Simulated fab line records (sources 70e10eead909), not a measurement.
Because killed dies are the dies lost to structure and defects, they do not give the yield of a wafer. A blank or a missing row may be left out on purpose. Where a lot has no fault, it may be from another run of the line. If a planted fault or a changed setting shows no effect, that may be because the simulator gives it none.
fab line records ; flow nand-harc
record: lots: 6; wafers: 18; last-day: 33
route steps=1302 shown A_CONTACT@1070 END@1302
lots with no fault: from the same line, run without faults
start-h: the number of hours between the record's first day and the start of the first shown wafer of the lot ; wait-h: how many hours have passed since the lot's step before this one ; " repeats the value in the row above ; L1.1+2: a single row standing in for several wafers ; - value missing, or start not given ; * or withheld: withheld ; < > ~ a bound
route shown NAME@n: NAME is a module with steps in the file, n the number in the route of the first one ; usual: the fault-free wafers' mean and standard deviation ; same: alike in all rows ; chamber/n: place in a boat ; sites: the reading at each site ; _std_site: standard deviation across them ; _edge_site: outer sites' mean less inner sites' ; radius-mm: how far each site lies from the wafer's centre ; mask NAME#n: copy n ; behind: the most recent tool/chamber to have shaped the wafer ; hold: why the lot was held/for how many hours/how that ended ; device: whichever transistor did not switch (one of n, p or np) ; end of line: the route-end tests of the same wafers ; for a step that has no rows: nothing shown but its recipe ; killed: not the wafer's yield, but the dies lost to structure and defects at the first sort ; map: dies across one wafer; x = killed, . = not, _ = none there
set.NAME: the setting the step ran with; set.NAME@STEP: the setting that earlier step ran with ; model.NAME: the simulator's own value behind a step, which no gauge read
a table for each step, a row for each wafer; lots at some steps of the route
services: a tool's chamber out of use, with start hour (start-h, from the record's first day; less than 0 if before it), hours out, and reason
== steps ==
step: NHARC_A_CONTACT_COAT_86
recipe: temp-c: 260; time-s: 75
step: NHARC_A_CONTACT_COAT_87
recipe: temp-c: 225; time-s: 65
step: NHARC_A_CONTACT_COAT_02
recipe: spin-rpm: 1500; resist-thk-nm: 90
step: NHARC_A_CONTACT_SOFTBAKE_03
recipe: temp-c: 105; time-s: 55
step: NHARC_A_CONTACT_EBR_04
step: NHARC_A_CONTACT_EXPOSE_05
recipe: na: 1.35; sigma-outer: 0.8; dose-mj: 84.24; mask-id: A_CC
step: NHARC_A_CONTACT_PEB_06
recipe: peb-temp-c: 100; peb-time-s: 65
step: NHARC_A_CONTACT_DEVELOP_07
recipe: develop-time-s: 35; dev-temp-c: 23
step: NHARC_A_CONTACT_CD_MEAS_08
recipe: target-cd-nm: 200; landing-energy-ev: 500
usual: cd-nm: 200.0/0.41
lot.wafer;tool;chamber;start-h;wait-h;cd-nm
L423.4;cd-sem-01;0;546.79;-;199.6
L423.5;cd-sem-01;0;546.79;-;200.2
L423.6;cd-sem-01;0;546.79;-;199.8
L432.3;cd-sem-02;0;644.09;-;200.4
L432.5;cd-sem-02;0;644.09;-;200.7
L432.6;cd-sem-02;0;644.09;-;200.5
L438.2;cd-sem-02;0;707.32;-;199.6
L438.5;cd-sem-02;0;707.32;-;199.4
L438.6;cd-sem-02;0;707.32;-;199.6
L437.1;cd-sem-01;0;707.45;-;199.9
L437.5;cd-sem-01;0;707.45;-;199.7
L437.6;cd-sem-01;0;707.45;-;199.9
L441.3;cd-sem-03;0;722.05;-;199.9
L441.4;cd-sem-03;0;722.05;-;200.6
L441.6;cd-sem-03;0;722.05;-;199.7
L442.1;cd-sem-03;0;733.25;-;200.0
L442.5;cd-sem-03;0;733.25;-;199.8
L442.6;cd-sem-03;0;733.25;-;199.8
step: NHARC_A_CONTACT_OVL_MEAS_09
usual: overlay-x-nm: -0.1/0.98; overlay-y-nm: 0.0/0.69
lot.wafer;tool;chamber;start-h;wait-h;overlay-x-nm;overlay-y-nm
L423.4;overlay-01;-;546.88;-;-1.5;0.1
L423.5;overlay-01;-;546.88;-;-1.8;0.1
L423.6;overlay-01;-;546.88;-;-1.7;-0.4
L432.3;overlay-02;-;644.17;-;-2.1;1.0
L432.5;overlay-02;-;644.17;-;-1.5;1.1
L432.6;overlay-02;-;644.17;-;-1.3;1.1
L438.2;overlay-01;-;707.41;-;0.5;-0.5
L438.5;overlay-01;-;707.41;-;-0.1;-1.7
L438.6;overlay-01;-;707.41;-;0.7;-1.1
L437.1;overlay-01;-;707.53;-;0.5;-0.4
L437.5;overlay-01;-;707.53;-;0.6;-0.2
L437.6;overlay-01;-;707.53;-;0.0;-0.7
L441.3;overlay-01;-;722.14;-;0.2;0.5
L441.4;overlay-01;-;722.14;-;0.5;0.8
L441.6;overlay-01;-;722.14;-;-0.2;1.1
L442.1;overlay-01;-;733.34;-;0.1;1.0
L442.5;overlay-01;-;733.34;-;-0.5;0.3
L442.6;overlay-01;-;733.34;-;-0.5;0.3
step: NHARC_A_CONTACT_INSPECT_10
usual: raw-defect-count: 84/39
lot.wafer;tool;chamber;start-h;wait-h;raw-defect-count
L423.4;defect-inspect-02;-;546.91;0.0;73
L423.5;defect-inspect-02;-;546.91;0.0;73
L423.6;defect-inspect-02;-;546.91;0.0;77
L432.3;defect-inspect-02;-;644.21;0.0;85
L432.5;defect-inspect-02;-;644.21;0.0;74
L432.6;defect-inspect-02;-;644.21;0.0;74
L438.2;defect-inspect-02;-;707.45;0.0;76
L438.5;defect-inspect-02;-;707.45;0.0;72
L438.6;defect-inspect-02;-;707.45;0.0;57
L437.1;defect-inspect-02;-;707.57;0.0;116
L437.5;defect-inspect-02;-;707.57;0.0;119
L437.6;defect-inspect-02;-;707.57;0.0;132
L441.3;defect-inspect-01;-;722.18;0.0;100
L441.4;defect-inspect-01;-;722.18;0.0;114
L441.6;defect-inspect-01;-;722.18;0.0;86
L442.1;defect-inspect-02;-;733.38;0.0;40
L442.5;defect-inspect-02;-;733.38;0.0;49
L442.6;defect-inspect-02;-;733.38;0.0;56
step: NHARC_A_CONTACT_DESCUM_13
recipe: time-s: 3; o2-flow-sccm: 200; ar-flow-sccm: 0; bias-power-w: 0; chemistry: O2
usual: drypump-motor-current-A: 5.7/0.49; mfc-ar-sccm: 0.002/0.0071; oes-product-au: 1.003/0.0072; rf-vpp-V: 58.0/1; showerhead-plenum-p-Torr: 1.96/0.12; throttle-valve-pct: 11.312/0.0092
lot.wafer;tool;chamber;start-h;wait-h;drypump-motor-current-A;mfc-ar-sccm;oes-product-au;rf-hours-counter-h;rf-vpp-V;showerhead-plenum-p-Torr;throttle-valve-pct
L423.4;rie-diel-04;3;546.99;0.1;5.4;0;1.006;1;57.9;1.86;11.297
L423.6;rie-diel-04;1;546.99;0.1;5.0;0;1.014;-;57.1;2.08;11.318
L423.5;rie-diel-04;2;546.99;0.1;5.4;0;0.997;-;57.2;1.78;11.319
L432.3;rie-diel-11;2;644.29;0.1;5.1;0;1.007;3;57.8;2.06;11.299
L432.5;rie-diel-11;3;644.29;0.1;5.6;0.002;1.000;-;57.4;2.07;11.310
L432.6;rie-diel-11;0;644.29;0.1;6.3;0;0.992;-;58.0;1.81;11.297
L438.2;rie-diel-11;0;707.52;0.1;6.3;0;1.004;13;57.4;1.80;11.314
L438.5;rie-diel-11;3;707.52;0.1;5.6;0.002;0.994;-;59.3;2.06;11.303
L438.6;rie-diel-11;0;707.52;0.1;6.3;0;1.007;-;57.2;1.80;11.323
L437.1;rie-diel-01;3;707.66;0.1;6.8;0;0.991;54;59.6;2.04;11.305
L437.6;rie-diel-01;0;707.66;0.1;5.3;0.028;1.003;-;56.6;1.82;11.311
L437.5;rie-diel-01;1;707.66;0.1;5.9;0.002;1.006;-;58.2;1.81;11.300
L441.3;rie-diel-04;3;722.24;0.1;5.4;0;0.999;2;56.4;1.84;11.316
L441.4;rie-diel-04;1;722.24;0.1;5.0;0;1.010;1;59.8;2.06;11.316
L441.6;rie-diel-04;3;722.24;0.1;5.5;0;1.001;-;56.6;1.84;11.301
L442.1;rie-diel-01;3;733.46;0.1;6.8;0;0.996;64;58.0;2.04;11.310
L442.5;rie-diel-01;0;733.46;0.1;5.3;0.028;1.011;-;57.0;1.82;11.312
L442.6;rie-diel-01;1;733.46;0.1;5.8;0.002;0.998;-;57.1;1.80;11.334
step: NHARC_A_CONTACT_ETCH_88
recipe: target-depth-a: 390; over-etch-frac: 0.3; time-s: 65; ion-energy-ev: 80; cf4-flow-sccm: 150; ar-flow-sccm: 0; rf-w: 300; bias-w: 100; chemistry: CF4
usual: bias-w: 100.01/0.28; cf4-flow-sccm: 149.9/0.4; drypump-motor-current-A: 5.7/0.49; mfc-ar-sccm: 0.003/0.0074; oes-product-au: 1.000/0.0074; rf-vpp-V: 151.8/1.5; showerhead-plenum-p-Torr: 1.81/0.1; throttle-valve-pct: 13.284/0.01
lot.wafer;tool;chamber;start-h;wait-h;bias-w;cf4-flow-sccm;drypump-motor-current-A;mfc-ar-sccm;oes-product-au;rf-hours-counter-h;rf-vpp-V;showerhead-plenum-p-Torr;throttle-valve-pct
L423.4;rie-diel-04;1;547.07;0.1;100.25;149.3;5.0;0;1.013;2;153.1;1.91;13.274
L423.5;rie-diel-04;2;547.07;0.1;99.97;149.9;5.4;0;1.006;-;149.9;1.65;13.280
L423.6;rie-diel-04;3;547.07;0.1;99.81;150.1;5.4;0;1.002;-;151.9;1.72;13.268
L432.3;rie-diel-11;3;644.36;0.1;99.61;150.7;5.6;0.002;1.003;3;154.1;1.90;13.286
L432.6;rie-diel-11;2;644.36;0.1;100.17;150.4;5.1;0;1.012;-;152.3;1.89;13.287
L432.5;rie-diel-11;3;644.36;0.1;99.56;149.6;5.6;0.002;0.990;-;152.1;1.90;13.297
L438.2;rie-diel-11;0;707.73;0.2;-;-;-;-;-;-;-;-;-
L438.5;rie-diel-11;3;707.73;0.2;-;-;-;-;-;-;-;-;-
L438.6;rie-diel-11;0;707.73;0.2;-;-;-;-;-;-;-;-;-
L437.1;rie-diel-01;1;707.73;0.1;-;-;-;-;-;-;-;-;-
L437.6;rie-diel-01;1;707.73;0.1;-;-;-;-;-;-;-;-;-
L437.5;rie-diel-01;2;707.73;0.1;-;-;-;-;-;-;-;-;-
L441.3;rie-diel-04;0;722.34;0.1;100.39;150.0;5.7;0;0.997;2;152.0;1.85;13.280
L441.4;rie-diel-04;1;722.34;0.1;100.24;150.1;5.0;0;1.007;1;153.7;1.89;13.281
L441.6;rie-diel-04;2;722.34;0.1;99.73;149.2;5.4;0;1.001;-;152.5;1.91;13.281
L442.1;rie-diel-01;2;733.68;0.2;100.18;149.7;5.9;0;0.998;63;150.8;1.78;13.275
L442.5;rie-diel-01;3;733.68;0.2;100.55;149.8;6.8;0;0.998;-;150.9;1.87;13.287
L442.6;rie-diel-01;0;733.68;0.2;100.02;149.6;5.4;0.028;0.991;-;148.9;1.69;13.281
step: NHARC_A_CONTACT_ETCH_89
recipe: target-depth-a: 2600; over-etch-frac: 0.3; time-s: 475.3; ion-energy-ev: 200; n2-flow-sccm: 150; h2-flow-sccm: 150; ar-flow-sccm: 0; rf-w: 400; bias-w: 150; chemistry: N2/H2
usual: bias-w: 150.0/0.45; chamber-pressure-mTorr: 30.001/0.029; drypump-motor-current-A: 5.7/0.51; h2-flow-sccm: 150.0/0.44; mfc-ar-sccm: 0.002/0.0071; oes-product-au: 1.001/0.0073; rf-vpp-V: 432/3.4; showerhead-plenum-p-Torr: 2.10/0.12; throttle-valve-pct: 14.171/0.0095
lot.wafer;tool;chamber;start-h;wait-h;bias-w;chamber-pressure-mTorr;drypump-motor-current-A;h2-flow-sccm;mfc-ar-sccm;oes-product-au;rf-hours-counter-h;rf-vpp-V;showerhead-plenum-p-Torr;throttle-valve-pct
L423.4;rie-diel-04;2;-;-;149.7;29.999;5.4;149.7;0;0.999;1;427;1.89;14.154
L423.6;rie-diel-04;1;-;-;149.6;29.984;5.0;149.3;0;1.016;-;434;2.22;14.187
L423.5;rie-diel-04;2;-;-;150.0;29.962;5.4;150.1;0;0.996;-;426;1.89;14.169
L432.3;rie-diel-11;2;-;-;149.9;30.007;5.1;149.0;0;0.998;3;435;2.20;14.158
L432.6;rie-diel-11;1;-;-;150.4;29.997;5.5;149.8;0;1.006;-;434;2.21;14.174
L432.5;rie-diel-11;2;-;-;149.8;30.034;5.1;149.5;0;1.013;-;436;2.20;14.179
L438.2;rie-diel-11;2;707.88;0.1;149.2;29.964;5.1;149.8;0;1.011;12;434;2.19;14.171
L438.5;rie-diel-11;0;707.88;0.1;150.0;30.048;6.4;149.0;0;0.996;-;427;1.92;14.174
L438.6;rie-diel-11;1;707.88;0.1;149.5;30.008;5.5;150.1;0;1.000;-;434;2.21;14.173
L437.1;rie-diel-01;1;707.97;0.2;150.1;30.015;5.8;150.2;0.002;1.004;45;429;1.92;14.175
L437.6;rie-diel-01;2;707.97;0.2;150.5;30.036;5.8;150.0;0;1.002;-;432;2.06;14.189
L437.5;rie-diel-01;3;707.97;0.2;149.8;30.024;6.8;150.7;0;0.993;-;434;2.18;14.179
L441.3;rie-diel-04;1;-;-;149.5;29.970;5.0;149.9;0;1.006;1;435;2.20;14.171
L441.4;rie-diel-04;2;-;-;150.6;30.020;5.4;150.6;0;1.011;1;435;2.22;14.171
L441.6;rie-diel-04;3;-;-;150.6;30.021;5.5;150.5;0;1.001;-;428;1.96;14.180
L442.1;rie-diel-01;3;-;-;149.8;30.033;6.8;148.9;0;1.006;65;435;2.18;14.150
L442.6;rie-diel-01;0;-;-;149.4;30.013;5.3;149.5;0.028;0.997;-;428;1.94;14.170
L442.5;rie-diel-01;1;-;-;150.4;30.007;5.9;149.9;0.002;1.001;-;429;1.92;14.143
step: NHARC_END_SORT_01
recipe: temp-c: 25
usual: killed-at-array: 61/23; killed-at-other: 1.3/1.4; killed-at-periphery: 4.0/2.6; killed-dies: 66/22; killed-open: 3.4/1.8; killed-short: 2.3/1.4
same: gross-dies: 677
lot.wafer;tool;chamber;start-h;wait-h;killed-at-array;killed-at-other;killed-at-periphery;killed-dies;killed-open;killed-short
L432.3;prober-02;0;695.75;3.1;66;0;10;76;4;7
L432.5;prober-02;0;697.34;3.7;50;2;6;58;4;0
L432.6;prober-02;0;698.13;4.0;61;0;7;68;5;1
L438.2;prober-01;0;762.73;2.8;672;2;3;677;1;2
L438.5;prober-01;0;765.15;3.7;667;2;8;677;1;0
L438.6;prober-01;0;765.96;4.0;672;2;3;677;5;2
L437.1;prober-02;0;765.01;2.5;668;0;9;677;1;5
L437.5;prober-02;0;768.20;3.7;668;0;9;677;3;4
L437.6;prober-02;0;769.00;4.0;671;0;6;677;1;3
L441.3;prober-02;0;774.43;3.1;77;1;3;81;3;5
L441.4;prober-02;0;775.23;3.4;68;0;1;69;4;5
L441.6;prober-02;0;776.83;4.0;58;0;0;58;1;2
killed by level:class
L432.3 A_CHANNEL_HOLE_D1:chamber-film-flake=34 A_STAIRCASE:chamber-film-flake=10 P_ZERO_WELL:chamber-film-flake=4 A_CHANNEL_FILL_D2:chamber-film-flake=4 A_CONTACT:chamber-film-flake=4 P_GATE:chamber-film-flake=3 A_CHANNEL_FILL_D2:geometric-particle:short=2 A_CHANNEL_FILL_D2:geometric-particle:open=2
L432.5 A_CHANNEL_HOLE_D1:chamber-film-flake=29 A_STAIRCASE:chamber-film-flake=6 P_ZERO_WELL:chamber-film-flake=4 A_ZERO_WELL:chamber-film-flake=4 A_SLIT:chamber-film-flake=3 A_CHANNEL_HOLE_D2:chamber-film-flake=2 A_BONDPAD:chamber-film-flake=2 THIN_TSV:chamber-film-flake=2
L432.6 A_CHANNEL_HOLE_D1:chamber-film-flake=38 A_SLIT:chamber-film-flake=6 A_STAIRCASE:chamber-film-flake=5 P_ZERO_WELL:chamber-film-flake=3 A_CHANNEL_FILL_D2:geometric-particle:open=2 A_WL_FILL:geometric-particle:open=2 P_GATE:chamber-film-flake=2 A_CHANNEL_FILL_D2:chamber-film-flake=2
L438.2 A_CONTACT:area-etch=620 A_CHANNEL_HOLE_D1:chamber-film-flake=31 A_SLIT:chamber-film-flake=9 A_STAIRCASE:chamber-film-flake=3 P_GATE:chamber-film-flake=2 A_DECK1_JOINT:chamber-film-flake=2 A_CONTACT:chamber-film-flake=2 THIN_TSV:chamber-film-flake=2
L437.1 A_CONTACT:area-etch=608 A_SLIT:chamber-film-flake=23 A_CHANNEL_HOLE_D2:chamber-film-flake=18 A_CHANNEL_HOLE_D1:chamber-film-flake=9 P_CONTACT:chamber-film-flake=5 A_CONTACT:chamber-film-flake=3 A_ONON_D2:geometric-particle:short=2 P_STI:chamber-film-flake=2
L438.5 A_CONTACT:area-etch=626 A_CHANNEL_HOLE_D1:chamber-film-flake=30 A_SLIT:chamber-film-flake=4 P_GATE:chamber-film-flake=3 P_ZERO_WELL:chamber-film-flake=2 P_BONDPAD:chamber-film-flake=2 A_DECK1_JOINT:chamber-film-flake=2 A_STAIRCASE:chamber-film-flake=2
L438.6 A_CONTACT:area-etch=628 A_CHANNEL_HOLE_D1:chamber-film-flake=29 A_CONTACT:chamber-film-flake=3 A_CHANNEL_FILL_D1:geometric-particle:open=2 A_ZERO_WELL:chamber-film-flake=2 A_STAIRCASE:chamber-film-flake=2 A_SLIT:chamber-film-flake=2 P_CONTACT:geometric-particle:open=1
L437.5 A_CONTACT:area-etch=603 A_SLIT:chamber-film-flake=25 A_CHANNEL_HOLE_D2:chamber-film-flake=20 A_CHANNEL_HOLE_D1:chamber-film-flake=9 P_CONTACT:chamber-film-flake=4 P_GATE:chamber-film-flake=2 A_ZERO_WELL:chamber-film-flake=2 A_CONTACT:chamber-film-flake=2
L437.6 A_CONTACT:area-etch=602 A_SLIT:chamber-film-flake=26 A_CHANNEL_HOLE_D2:chamber-film-flake=25 A_CHANNEL_HOLE_D1:chamber-film-flake=9 P_CONTACT:chamber-film-flake=4 A_CONTACT:chamber-film-flake=3 A_ONON_D2:geometric-particle:short=2 P_CONTACT:geometric-particle:short=1
L441.3 A_SLIT:chamber-film-flake=29 A_CHANNEL_HOLE_D2:chamber-film-flake=28 A_CONTACT:chamber-film-flake=10 A_CHANNEL_HOLE_D2:geometric-particle:short=2 A_SGD_CUT:chamber-film-flake=2 A_M1:chamber-film-flake=2 P_GATE:geometric-particle:open=1 P_CONTACT:geometric-particle:open=1
L441.4 A_SLIT:chamber-film-flake=27 A_CHANNEL_HOLE_D2:chamber-film-flake=22 A_CONTACT:chamber-film-flake=5 A_SGD_CUT:chamber-film-flake=3 A_ONON_D2:geometric-particle:short=2 A_SOURCE_PLATE:geometric-particle:short=1 A_CHANNEL_HOLE_D1:geometric-particle:open=1 A_CHANNEL_FILL_D1:geometric-particle:open=1
L441.6 A_CHANNEL_HOLE_D2:chamber-film-flake=27 A_SLIT:chamber-film-flake=18 A_CONTACT:chamber-film-flake=5 A_SGD_CUT:chamber-film-flake=2 A_SOURCE_PLATE:geometric-particle:open=1 A_DECK1_JOINT:geometric-particle:short=1 A_ONON_D2:geometric-particle:short=1 A_CHANNEL_HOLE_D1:chamber-film-flake=1
map L437.1 (x killed, . not)
____________x____________
_________xxxxxxx_________
_______xxxxxxxxxxx_______
______xxxxxxxxxxxxx______
_____xxxxxxxxxxxxxxx_____
____xxxxxxxxxxxxxxxxx____
____xxxxxxxxxxxxxxxxx____
___xxxxxxxxxxxxxxxxxxx___
___xxxxxxxxxxxxxxxxxxx___
__xxxxxxxxxxxxxxxxxxxxx__
__xxxxxxxxxxxxxxxxxxxxx__
_xxxxxxxxxxxxxxxxxxxxxxx_
_xxxxxxxxxxxxxxxxxxxxxxx_
_xxxxxxxxxxxxxxxxxxxxxxx_
_xxxxxxxxxxxxxxxxxxxxxxx_
_xxxxxxxxxxxxxxxxxxxxxxx_
xxxxxxxxxxxxxxxxxxxxxxxxx
xxxxxxxxxxxxxxxxxxxxxxxxx
xxxxxxxxxxxxxxxxxxxxxxxxx
xxxxxxxxxxxxxxxxxxxxxxxxx
xxxxxxxxxxxxxxxxxxxxxxxxx
_xxxxxxxxxxxxxxxxxxxxxxx_
_xxxxxxxxxxxxxxxxxxxxxxx_
_xxxxxxxxxxxxxxxxxxxxxxx_
_xxxxxxxxxxxxxxxxxxxxxxx_
_xxxxxxxxxxxxxxxxxxxxxxx_
__xxxxxxxxxxxxxxxxxxxxx__
__xxxxxxxxxxxxxxxxxxxxx__
___xxxxxxxxxxxxxxxxxxx___
___xxxxxxxxxxxxxxxxxxx___
____xxxxxxxxxxxxxxxxx____
____xxxxxxxxxxxxxxxxx____
_____xxxxxxxxxxxxxxx_____
______xxxxxxxxxxxxx______
_______xxxxxxxxxxx_______
_________xxxxxxx_________
____________x____________
map L438.2 (x killed, . not)
____________x____________
_________xxxxxxx_________
_______xxxxxxxxxxx_______
______xxxxxxxxxxxxx______
_____xxxxxxxxxxxxxxx_____
____xxxxxxxxxxxxxxxxx____
____xxxxxxxxxxxxxxxxx____
___xxxxxxxxxxxxxxxxxxx___
___xxxxxxxxxxxxxxxxxxx___
__xxxxxxxxxxxxxxxxxxxxx__
__xxxxxxxxxxxxxxxxxxxxx__
_xxxxxxxxxxxxxxxxxxxxxxx_
_xxxxxxxxxxxxxxxxxxxxxxx_
_xxxxxxxxxxxxxxxxxxxxxxx_
_xxxxxxxxxxxxxxxxxxxxxxx_
_xxxxxxxxxxxxxxxxxxxxxxx_
xxxxxxxxxxxxxxxxxxxxxxxxx
xxxxxxxxxxxxxxxxxxxxxxxxx
xxxxxxxxxxxxxxxxxxxxxxxxx
xxxxxxxxxxxxxxxxxxxxxxxxx
xxxxxxxxxxxxxxxxxxxxxxxxx
_xxxxxxxxxxxxxxxxxxxxxxx_
_xxxxxxxxxxxxxxxxxxxxxxx_
_xxxxxxxxxxxxxxxxxxxxxxx_
_xxxxxxxxxxxxxxxxxxxxxxx_
_xxxxxxxxxxxxxxxxxxxxxxx_
__xxxxxxxxxxxxxxxxxxxxx__
__xxxxxxxxxxxxxxxxxxxxx__
___xxxxxxxxxxxxxxxxxxx___
___xxxxxxxxxxxxxxxxxxx___
____xxxxxxxxxxxxxxxxx____
____xxxxxxxxxxxxxxxxx____
_____xxxxxxxxxxxxxxx_____
______xxxxxxxxxxxxx______
_______xxxxxxxxxxx_______
_________xxxxxxx_________
____________x____________
== services ==
tool;chamber;start-h;hours;kind
rie-diel-04;-;533.00;9.0;pm
rie-diel-04;0;533.00;9.0;vent-cycle
rie-diel-04;1;533.00;9.0;vent-cycle
rie-diel-04;2;533.00;9.0;vent-cycle
rie-diel-04;3;533.00;9.0;vent-cycle
rie-diel-01;0;537.06;-;clean
rie-diel-01;1;537.06;-;clean
rie-diel-01;2;537.06;-;clean
rie-diel-01;3;537.06;-;clean
rie-diel-11;0;539.68;-;clean
rie-diel-11;1;539.68;-;clean
rie-diel-11;2;539.68;-;clean
rie-diel-11;3;539.68;-;clean
rie-diel-04;0;542.00;-;clean
rie-diel-04;1;542.00;-;clean
rie-diel-04;1;542.00;-;consumable-replace:showerhead
rie-diel-04;2;542.00;-;clean
rie-diel-04;3;542.00;-;clean
rie-diel-01;0;557.93;9.0;vent-cycle
rie-diel-01;1;598.73;6.5;repair
rie-diel-11;-;609.50;9.0;pm
rie-diel-01;3;640.82;3.7;repair
rie-diel-11;1;656.67;20.0;repair
rie-diel-04;-;710.00;9.0;pm
== key ==
first-sign: step: NHARC_A_CONTACT_ETCH_88; reading: tool-record; direction: missing
effect: step: NHARC_END_SORT_01; reading: killed-dies; direction: up; sigmas: 27; usual: 66; struck: 677
more-kills-born-at: NHARC_A_CONTACT_ETCH_88@rie-diel-11: 1874; NHARC_A_CONTACT_ETCH_88@rie-diel-01: 1813
met-at NHARC_A_CONTACT_ETCH_88
struck-wafers L437.1,L437.5,L437.6,L438.2,L438.5,L438.6
later-rows-left-out L437.1,L437.5,L437.6,L438.2,L438.5,L438.6
tester-left-out L437,L438
onset-between 644.36 707.73
fault: kind: skipped-step-whole; tool: rie-diel-01,rie-diel-11; chamber: -; onset-h: 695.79; steps: NHARC_A_CONTACT_ETCH_88; scope: struck-lots-only
tester-left-out: of these lots the tester's yield and bins aren't shown, on N5 and GAA mostly nor the transistor test; their killed dies are dies lost to structure and defects alone, not to doping, threshold or leakage, so they don't give the yield
later-rows-left-out: the simulator's readings of these wafers behind a module that went badly wrong aren't trusted and aren't shown, but for the sort
